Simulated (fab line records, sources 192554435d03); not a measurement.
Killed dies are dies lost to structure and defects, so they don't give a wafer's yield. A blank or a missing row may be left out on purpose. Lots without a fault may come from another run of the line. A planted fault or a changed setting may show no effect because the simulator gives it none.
fab line records | flow n5_finfet | part 1 of 2: steps 1 to 4 of 6
record lots=21 wafers=63 last_day=17
route steps=1938 shown ZERO_LAYER@17 PMOS_HMC_CHANNEL_EPI@87 FIN_SAQP@114 FIN_CUT@164
lots that met no fault: from a run of the same line without faults
start_h: hours from the record's first day to the start of the lot's first wafer shown | wait_h: hours since the lot's step before | " the same as in the row above | L1.1+2: a row that stands for several wafers | - no value, or no start given | * or withheld: withheld | < > ~ a bound
route shown NAME@n: a module of which the file shows steps, and the number in the route of the first | usual: mean/standard deviation of fault-free wafers | same: alike in all rows | chamber/n: place in a boat | sites: the reading at each site | _std_site: their standard deviation | _edge_site: outer sites' mean less inner sites' | radius_mm: how far each site lies from the wafer's centre | mask NAME#n: copy n | behind: the tool/chamber that last shaped the wafer | hold: why the lot was held/for how many hours/how that ended | device: the transistor (n, p or np) that didn't switch | end of line: the same wafers' tests at the end of the route | a step without rows: its recipe alone | killed: dies lost to structure and defects at the first sort, not the wafer's yield | map: a wafer's dies, x killed, . not, _ none there
set.NAME: the setting as run; set.NAME@STEP: as run at that earlier step | model.NAME: the simulator's own value behind a step, which no gauge read
steps of the route over a sample of lots; a table a step, a row a wafer
services: from which hour (start_h, from the record's first day; less than 0 if before it) a tool's chamber was out of use, for how many hours, and why
## steps
# step N5_ZERO_LAYER_STRIP_24
# recipe chemistry=O2 power_w=1000 temp_c=250 overash_fraction=0.3 pressure_mtorr=1000 o2_flow_sccm=6750
# usual drypump_motor_current_A=6.0/0.51 heater_power_w=360/30 oes_product_au=0.647/0.0044 strip_time_to_endpoint_s=43.87/0.085 temp_c=250.02/0.17
# columns lot.wafer tool chamber start_h wait_h drypump_motor_current_A heater_power_w oes_product_au rf_hours_counter_h strip_time_to_endpoint_s temp_c
L074.2 plasma_asher-02 1 13.12 0.1 6.2 386 0.648 74 43.94 250.20
L074.3 " 0 " " 5.5 385 0.642 - 43.95 249.91
L074.4 " 1 " " 6.2 372 0.642 - 43.88 250.06
L075.1 plasma_asher-01 0 18.92 0.1 6.6 378 0.642 27 43.91 250.02
L075.4 " 1 " " 5.4 316 0.644 - 43.96 249.92
L075.5 " 1 " " 5.5 326 0.646 - 43.84 249.93
L076.3 plasma_asher-01 1 25.04 0.1 5.5 318 0.645 - 43.90 250.07
L076.5 " 1 " " 5.5 320 0.647 - 43.87 249.96
L076.6 " 0 " " 6.5 385 0.655 - 43.90 250.05
L077.2 plasma_asher-01 1 31.26 0.3 5.5 322 0.643 32 43.83 250.31
L077.3 " 1 " " 5.5 315 0.651 - 43.84 250.06
L077.4 " 0 " " 6.5 382 0.646 - 43.96 250.06
L078.1 plasma_asher-01 0 37.32 0.1 6.6 376 0.652 33 43.88 250.31
L078.4 " 0 " " 6.6 375 0.644 - 43.88 249.82
L078.5 " 1 " " 5.4 317 0.640 - 43.84 250.06
L079.1 plasma_asher-01 0 42.92 0.1 6.6 387 0.649 35 44.10 249.91
L079.4 " 1 " " 5.5 316 0.650 - 44.01 249.95
L079.6 " 1 " " 5.5 318 0.646 - 43.93 249.88
L081.3 plasma_asher-01 0 55.22 0.2 6.6 390 0.638 - 43.96 249.78
L081.5 " 0 " " 6.6 378 0.649 - 43.95 249.88
L081.6 " 1 " " 5.5 326 0.644 - 43.94 250.23
L082.1 plasma_asher-01 1 61.13 0.2 5.5 321 0.644 42 43.75 249.77
L082.4 " 1 " " 5.4 315 0.649 - 43.82 249.86
L082.6 " 1 " " 5.5 326 0.647 - 43.77 250.12
L083.1 plasma_asher-01 0 67.05 0.2 6.6 383 0.648 45 43.93 250.53
L083.4 " 0 " " 6.6 381 0.644 - 43.92 249.80
L083.5 " 1 " " 5.5 319 0.638 - 44.02 250.02
L085.3 plasma_asher-01 0 79.05 0.1 6.6 376 0.646 - 43.94 249.95
L085.5 " 1 " " 5.5 324 0.645 - 43.85 250.24
L085.6 " 0 " " 6.6 380 0.643 - 43.96 250.14
L086.1 plasma_asher-02 0 84.90 0.1 5.5 388 0.649 76 43.97 250.05
L086.5 " 1 " " 6.2 375 0.646 - 43.89 250.11
L086.6 " 0 " " 5.5 389 0.645 - 43.90 250.05
L087.1 plasma_asher-01 0 90.94 0.1 6.6 376 0.647 52 43.74 250.05
L087.2 " 1 " " 5.5 314 0.650 52 43.86 250.04
L087.3 " 0 " " 6.6 378 0.644 - 43.74 250.20
L088.2 plasma_asher-01 1 96.97 0.1 5.5 313 0.653 53 43.84 249.80
L088.5 " 0 " " 6.6 376 0.654 - 43.87 250.09
L088.6 " 1 " " 5.5 315 0.651 - 43.92 249.88
L089.1 plasma_asher-02 1 103.08 0.1 6.2 374 0.653 80 43.95 250.10
L089.4 " 0 " " 5.5 385 0.648 - 43.87 250.03
L089.6 " 1 " " 6.2 377 0.639 - 44.00 250.11
L090.2 plasma_asher-01 1 109.04 0.1 5.5 320 0.645 55 43.83 249.76
L090.3 " 1 " " 5.5 320 0.652 - 43.75 249.98
L090.6 " 0 " " 6.6 388 0.649 - 43.81 250.25
L091.1 plasma_asher-02 1 115.14 0.1 6.2 380 0.644 82 43.82 250.05
L091.2 " 0 " " 5.5 383 0.643 82 43.89 250.18
L091.3 " 0 " " 5.5 390 0.640 - 43.81 250.02
L092.2 plasma_asher-02 0 121.02 0.1 5.5 383 0.642 83 43.89 249.96
L092.4 " 1 " " 6.2 371 0.650 - 43.83 249.95
L092.5 " 1 " " 6.2 381 0.643 - 43.84 250.13
L093.1 plasma_asher-01 0 127.02 0.1 6.6 378 0.656 59 43.78 249.86
L093.5 " 1 " " 5.5 326 0.650 - 43.83 249.74
L093.6 " 0 " " 6.6 385 0.647 - 43.78 249.82
L094.1 plasma_asher-02 0 132.91 0.1 5.5 395 0.654 86 43.82 250.09
L094.3 " 1 " " 6.1 387 0.651 - 43.91 250.36
L094.4 " 0 " " 5.5 392 0.642 - 43.88 250.19
L096.1 plasma_asher-01 1 145.12 0.1 5.5 321 0.648 63 43.84 250.31
L096.3 " 1 " " 5.5 322 0.644 - 43.85 250.35
L096.6 " 0 " " 6.6 371 0.643 - 43.97 250.23
L097.3 plasma_asher-02 1 150.91 0.1 6.2 378 0.637 - 43.69 249.56
L097.4 " 0 " " 5.4 381 0.646 - 43.77 249.98
L097.6 " 1 " " 6.1 380 0.645 - 43.58 249.94
# step N5_PMOS_HMC_CHANNEL_EPI_EPI_26
# recipe material=Si target_thk_a=38 temp_c=650 precursor=SiH4/H2 pressure_torr=20 time_s=22.7
# usual throttle_valve_pct=11.3/0.39
# columns lot.wafer tool chamber start_h wait_h throttle_valve_pct
L074.2 epi_rpcvd-01 0 20.19 0.1 10.8
L074.3 " 0 " " 11.0
L074.4 " 0 " " 11.0
L075.1 epi_rpcvd-01 0 26.97 0.0 10.7
L075.4 " 0 " " 10.8
L075.5 " 0 " " 11.1
L076.3 epi_rpcvd-01 0 33.56 0.2 10.9
L076.5 " 0 " " 11.2
L076.6 " 0 " " 10.9
L077.2 epi_rpcvd-02 0 37.98 0.1 11.6
L077.3 " 0 " " 11.5
L077.4 " 0 " " 11.7
L078.1 epi_rpcvd-02 0 44.44 0.0 11.6
L078.4 " 0 " " 11.7
L078.5 " 0 " " 11.9
L079.1 epi_rpcvd-01 0 49.80 0.0 10.9
L079.4 " 0 " " 11.1
L079.6 " 0 " " 11.0
L081.3 epi_rpcvd-02 0 62.77 0.1 11.5
L081.5 " 0 " " 11.8
L081.6 " 0 " " 11.5
L082.1 epi_rpcvd-04 0 68.28 0.0 11.3
L082.4 " 0 " " 11.3
L082.6 " 0 " " 11.4
L083.1 epi_rpcvd-02 0 74.26 0.0 11.8
L083.4 " 0 " " 11.8
L083.5 " 0 " " 11.5
L085.3 epi_rpcvd-02 0 85.98 0.1 11.5
L085.5 " 0 " " 11.7
L085.6 " 0 " " 11.8
L086.1 epi_rpcvd-02 0 92.55 0.0 11.7
L086.5 " 0 " " 11.6
L086.6 " 0 " " 11.6
L087.1 epi_rpcvd-02 0 97.30 0.0 11.8
L087.2 " 0 " " 11.9
L087.3 " 0 " " 11.8
L088.2 epi_rpcvd-01 0 103.57 0.1 10.6
L088.5 " 0 " " 10.7
L088.6 " 0 " " 10.9
L089.1 epi_rpcvd-02 0 110.54 0.0 11.3
L089.4 " 0 " " 11.8
L089.6 " 0 " " 11.7
L090.2 epi_rpcvd-01 0 116.74 0.1 10.6
L090.3 " 0 " " 10.9
L090.6 " 0 " " 11.0
L091.1 epi_rpcvd-02 0 122.60 0.0 11.5
L091.2 " 0 " " 11.8
L091.3 " 0 " " 11.7
L092.2 epi_rpcvd-01 0 128.96 0.1 10.8
L092.4 " 0 " " 10.9
L092.5 " 0 " " 10.8
L093.1 epi_rpcvd-02 0 134.14 0.0 11.6
L093.5 " 0 " " 11.8
L093.6 " 0 " " 11.8
L094.1 epi_rpcvd-01 0 139.49 0.0 10.8
L094.3 " 0 " " 11.0
L094.4 " 0 " " 11.0
L096.1 epi_rpcvd-04 0 152.22 0.0 11.3
L096.3 " 0 " " 11.4
L096.6 " 0 " " 11.4
L097.3 epi_rpcvd-01 0 157.56 0.1 11.1
L097.4 " 0 " " 10.9
L097.6 " 0 " " 10.9
# step N5_FIN_SAQP_DESCUM_21
# recipe chemistry=O2 time_s=7.9 source_power_w=50 bias_power_w=20 pressure_mtorr=20 rf_frequency_hz=2.712e+07 temp_c=40 resist=CAR-ArF o2_flow_sccm=225
# usual drypump_motor_current_A=5.9/0.45 oes_product_au=0.79/0.088 rf_vpp_V=243.2/1.5 showerhead_plenum_p_Torr=2.10/0.086 temp_c=40.01/0.1 throttle_valve_pct=20.31/0.23
# columns lot.wafer tool chamber start_h wait_h drypump_motor_current_A oes_product_au rf_hours_counter_h rf_vpp_V showerhead_plenum_p_Torr temp_c throttle_valve_pct
L074.2 rie_diel-05 3 23.84 1.4 5.9 0.70 182 241.4 2.08 39.91 20.49
L074.3 " 2 " " 5.8 0.71 222 243.6 2.16 39.82 20.11
L074.4 " 0 " " 5.1 0.72 219 240.5 1.98 39.96 20.71
L075.1 rie_diel-05 1 29.01 0.4 5.6 0.80 80 244.4 2.20 39.84 20.10
L075.4 " 0 " " 5.1 0.71 222 241.1 1.98 39.95 20.71
L075.5 " 1 " " 5.7 0.80 - 245.2 2.20 39.98 20.10
L076.3 rie_diel-04 1 35.25 0.0 6.0 0.93 11 242.7 2.14 40.06 19.88
L076.5 " 1 " " 6.0 0.94 - 244.0 2.14 40.07 19.90
L076.6 " 2 " " 5.9 0.88 - 243.1 2.13 39.93 20.52
L077.2 rie_diel-05 1 40.89 0.0 5.7 0.80 84 244.4 2.20 40.05 20.11
L077.3 " 0 " " 5.1 0.72 226 240.9 1.98 39.94 20.71
L077.4 " 3 " " 5.9 0.70 189 242.7 2.08 40.05 20.50
L078.1 rie_diel-04 2 46.82 0.3 5.9 0.86 44 243.8 2.13 40.14 20.53
L078.4 " 0 " " 5.4 0.99 2 245.0 2.15 40.01 20.25
L078.5 " 1 " " 6.0 0.92 - 244.6 2.14 39.99 19.92
L079.1 rie_diel-05 0 52.23 0.3 5.1 0.71 230 242.9 1.98 39.96 20.72
L079.4 " 2 " " 5.8 0.71 232 242.5 2.15 39.97 20.14
L079.6 " 0 " " 5.1 0.71 - 241.5 1.98 40.04 20.72
L081.3 rie_diel-06 1 65.05 0.4 6.5 0.93 23 245.2 2.23 40.15 20.27
L081.5 " 3 " " 6.6 0.72 - 243.8 1.99 39.88 20.02
L081.6 " 1 " " 6.4 0.93 - 244.8 2.23 40.01 20.28
L082.1 rie_diel-05 2 70.64 0.0 5.8 0.71 238 244.9 2.15 39.89 20.14
L082.4 " 3 " " 5.9 0.70 199 242.0 2.08 39.99 20.52
L082.6 " 0 " " 5.1 0.70 - 240.8 1.98 39.97 20.73
L083.1 rie_diel-06 2 76.90 0.0 5.6 0.80 114 242.7 2.02 40.11 20.38
L083.4 " 2 " " 5.6 0.80 - 242.5 2.02 39.97 20.39
L083.5 " 3 " " 6.6 0.71 - 241.4 1.99 39.96 20.05
L085.3 rie_diel-06 2 87.92 0.0 5.6 0.80 120 242.3 2.01 40.00 20.38
L085.5 " 2 " " 5.6 0.80 - 241.8 2.01 40.02 20.40
L085.6 " 1 " " 6.5 0.91 - 244.5 2.23 39.95 20.31
L086.1 rie_diel-06 2 94.66 0.0 5.6 0.79 124 242.5 2.01 39.88 20.39
L086.5 " 1 " " 6.4 0.91 - 246.6 2.23 40.08 20.31
L086.6 " 2 " " 5.7 0.79 - 242.7 2.01 40.04 20.37
L087.1 rie_diel-06 1 99.08 0.0 6.4 0.90 38 244.1 2.23 39.84 20.31
L087.2 " 2 " " 5.6 0.80 125 242.7 2.01 40.04 20.39
L087.3 " 3 " " 6.6 0.70 202 241.2 1.98 40.12 20.05
L088.2 rie_diel-05 0 105.95 0.5 5.1 0.69 248 241.5 1.97 40.11 20.76
L088.5 " 0 " " 5.1 0.70 - 240.5 1.97 40.14 20.74
L088.6 " 1 " " 5.6 0.78 - 243.4 2.19 40.02 20.14
L089.1 rie_diel-05 3 112.36 0.2 5.9 0.68 215 243.5 2.07 40.09 20.54
L089.4 " 1 " " 5.7 0.77 - 246.8 2.19 40.06 20.15
L089.6 " 3 " " 5.9 0.68 - 243.7 2.07 40.12 20.53
L090.2 rie_diel-06 1 118.90 0.0 6.5 0.89 47 244.4 2.22 40.05 20.32
L090.3 " 2 " " 5.6 0.78 134 242.5 2.01 39.98 20.41
L090.6 " 3 " " 6.6 0.70 - 241.9 1.98 40.04 20.07
L091.1 rie_diel-06 1 124.81 0.2 6.4 0.88 51 244.5 2.22 40.02 20.31
L091.2 " 3 " " 6.6 0.69 214 241.6 1.98 40.00 20.07
L091.3 " 2 " " 5.6 0.78 138 241.4 2.01 40.15 20.41
L092.2 rie_diel-04 3 131.99 0.1 5.6 0.68 248 243.3 2.14 39.89 20.41
L092.4 " 2 " " 5.9 0.84 75 244.2 2.12 39.84 20.58
L092.5 " 3 " " 5.6 0.68 - 242.9 2.14 40.01 20.41
L093.1 rie_diel-06 1 136.03 0.0 6.4 0.88 55 246.0 2.22 39.87 20.35
L093.5 " 1 " " 6.4 0.87 - 245.2 2.22 39.81 20.33
L093.6 " 0 " " 5.9 0.75 - 243.3 2.10 39.92 20.31
L094.1 rie_diel-04 0 141.96 0.0 5.5 0.90 38 243.1 2.14 39.92 20.32
L094.3 " 1 " " 6.0 0.88 44 244.0 2.13 40.05 19.94
L094.4 " 0 " " 5.4 0.90 - 243.1 2.14 40.04 20.31
L096.1 rie_diel-04 2 154.06 0.0 5.9 0.82 85 242.0 2.12 40.01 20.62
L096.3 " 0 " " 5.4 0.88 44 245.6 2.13 39.93 20.33
L096.6 " 1 " " 6.0 0.86 - 242.7 2.13 40.18 19.98
L097.3 rie_diel-04 2 159.58 0.3 5.9 0.82 86 243.8 2.12 40.01 20.59
L097.4 " 3 " " 5.6 1.00 1 242.9 2.14 40.04 20.02
L097.6 " 1 " " 6.0 0.85 - 244.8 2.13 40.08 19.95
# step N5_FIN_SAQP_ETCH_57
# recipe chemistry=CH3F/O2 target=SiNx mask_material=SiO2 target_depth_a=325 time_s=46.4 pressure_mtorr=30 source_w=395 bias_w=73 Ar_flow_sccm=150 CH3F_flow_sccm=30 O2_flow_sccm=20 ion_energy_ev=120 ends=cleared
# usual drypump_motor_current_A=5.9/0.44 etch_rf_on_time_s=46.2/0.79 oes_product_au=0.68/0.08 rf_vpp_V=297.7/2.6 showerhead_plenum_p_Torr=2.01/0.084 throttle_valve_pct=16.21/0.21
# columns lot.wafer tool chamber start_h wait_h drypump_motor_current_A etch_rf_on_time_s oes_product_au rf_hours_counter_h rf_vpp_V showerhead_plenum_p_Torr throttle_valve_pct
L074.2 rie_diel-04 1 26.55 0.1 6.0 44.6 0.82 8 298.5 2.05 15.83
L074.3 " 2 " " 5.9 44.7 0.76 36 301.0 2.04 16.37
L074.4 " 3 " " 5.6 46.1 0.62 - 300.6 2.06 16.33
L075.1 rie_diel-06 1 31.63 0.0 6.4 46.3 0.83 8 298.2 2.13 16.11
L075.4 " 1 " " 6.4 47.0 0.83 - 297.5 2.13 16.10
L075.5 " 2 " " 5.6 46.3 0.70 - 295.7 1.94 16.26
L076.3 rie_diel-05 2 37.47 0.2 5.8 46.7 0.61 227 297.0 2.05 16.10
L076.5 " 3 " " 5.9 47.1 0.60 - 299.4 1.99 16.44
L076.6 " 0 " " 5.1 48.3 0.60 - 292.9 1.90 16.68
L077.2 rie_diel-05 0 43.30 0.0 5.1 46.6 0.61 227 291.9 1.89 16.67
L077.3 " 2 " " 5.8 47.1 0.60 229 298.1 2.05 16.10
L077.4 " 1 " " 5.7 46.5 0.68 85 302.0 2.11 16.07
L078.1 rie_diel-04 0 49.24 0.3 5.4 45.4 0.84 2 306.1 2.05 16.13
L078.4 " 3 " " 5.6 46.6 0.60 216 299.4 2.06 16.33
L078.5 " 0 " " 5.4 45.8 0.84 - 304.7 2.05 16.15
L079.1 rie_diel-05 3 55.47 0.1 5.9 45.0 0.59 194 299.2 1.99 16.45
L079.4 " 1 " " 5.6 46.0 0.67 88 300.8 2.11 16.06
L079.6 " 2 " " 5.8 47.2 0.60 - 297.4 2.05 16.11
L081.3 rie_diel-05 1 67.31 0.2 5.6 46.0 0.67 92 301.5 2.10 16.08
L081.5 " 3 " " 5.9 47.4 0.59 - 301.2 1.99 16.47
L081.6 " 0 " " 5.1 46.3 0.60 - 292.1 1.89 16.68
L082.1 rie_diel-06 2 72.69 0.0 5.6 46.3 0.68 113 297.3 1.93 16.31
L082.4 " 1 " " 6.4 47.6 0.79 - 298.9 2.13 16.13
L082.6 " 3 " " 6.6 46.1 0.61 - 297.6 1.90 16.03
L083.1 rie_diel-06 1 79.76 0.1 6.4 44.7 0.79 28 297.4 2.13 16.14
L083.4 " 1 " " 6.4 45.5 0.79 - 298.3 2.13 16.15
L083.5 " 3 " " 6.6 46.5 0.61 - 296.8 1.90 16.03
L085.3 rie_diel-06 1 90.99 0.0 6.4 45.9 0.78 35 296.5 2.12 16.15
L085.5 " 3 " " 6.6 46.2 0.61 - 296.4 1.90 16.05
L085.6 " 1 " " 6.4 46.5 0.78 - 297.4 2.12 16.17
L086.1 rie_diel-05 3 97.17 0.0 5.9 47.7 0.58 208 297.3 1.98 16.47
L086.5 " 0 " " 5.1 47.7 0.59 - 293.3 1.89 16.74
L086.6 " 3 " " 5.9 47.9 0.58 - 300.0 1.98 16.47
L087.1 rie_diel-06 3 101.20 0.0 6.6 45.7 0.61 203 297.9 1.90 16.04
L087.2 " 1 " " 6.5 46.3 0.78 39 296.4 2.12 16.18
L087.3 " 2 " " 5.7 46.1 0.67 126 295.7 1.93 16.32
L088.2 rie_diel-04 0 108.16 0.1 5.4 45.5 0.77 24 303.8 2.04 16.18
L088.5 " 0 " " 5.4 45.5 0.78 - 304.6 2.05 16.20
L088.6 " 3 " " 5.6 46.0 0.59 - 299.4 2.05 16.39
L089.1 rie_diel-06 3 115.09 0.0 6.6 45.4 0.60 210 295.9 1.90 16.06
L089.4 " 3 " " 6.6 46.7 0.60 - 295.7 1.90 16.06
L089.6 " 2 " " 5.6 46.5 0.68 - 293.8 1.92 16.33
L090.2 rie_diel-05 3 120.98 0.0 5.9 46.4 0.58 218 299.2 1.98 16.49
L090.3 " 1 " " 5.7 45.2 0.65 113 300.4 2.10 16.12
L090.6 " 1 " " 5.6 46.5 0.66 - 300.6 2.10 16.11
L091.1 rie_diel-05 1 127.01 0.2 5.7 45.0 0.66 117 300.5 2.10 16.09
L091.2 " 3 " " 5.9 47.2 0.57 221 298.0 1.98 16.51
L091.3 " 2 " " 5.8 45.0 0.82 5 297.7 2.04 15.68
L092.2 rie_diel-06 0 134.29 0.0 5.9 46.2 0.64 138 295.4 2.00 16.16
L092.4 " 2 " " 5.6 46.1 0.66 141 294.6 1.92 16.34
L092.5 " 0 " " 5.9 46.5 0.64 - 293.5 2.00 16.16
L093.1 rie_diel-04 1 138.32 0.0 6.0 45.8 0.75 43 299.8 2.04 15.91
L093.5 " 2 " " 5.9 46.0 0.70 - 300.0 2.02 16.44
L093.6 " 0 " " 5.5 46.7 0.75 - 302.8 2.04 16.21
L094.1 rie_diel-06 2 144.14 0.0 5.6 44.6 0.66 144 297.1 1.92 16.36
L094.3 " 1 " " 6.5 46.1 0.74 57 296.5 2.12 16.20
L094.4 " 3 " " 6.6 46.0 0.60 221 296.5 1.89 16.07
L096.1 rie_diel-06 0 156.32 0.2 5.9 46.3 0.63 146 292.1 2.00 16.17
L096.3 " 3 " " 6.6 45.6 0.59 225 297.0 1.89 16.10
L096.6 " 1 " " 6.4 46.5 0.74 - 297.5 2.11 16.22
L097.3 rie_diel-06 3 161.76 0.0 6.6 46.6 0.58 227 295.3 1.89 16.10
L097.4 " 2 " " 5.6 46.4 0.66 150 295.4 1.92 16.37
L097.6 " 1 " " 6.4 46.9 0.74 - 297.5 2.11 16.22
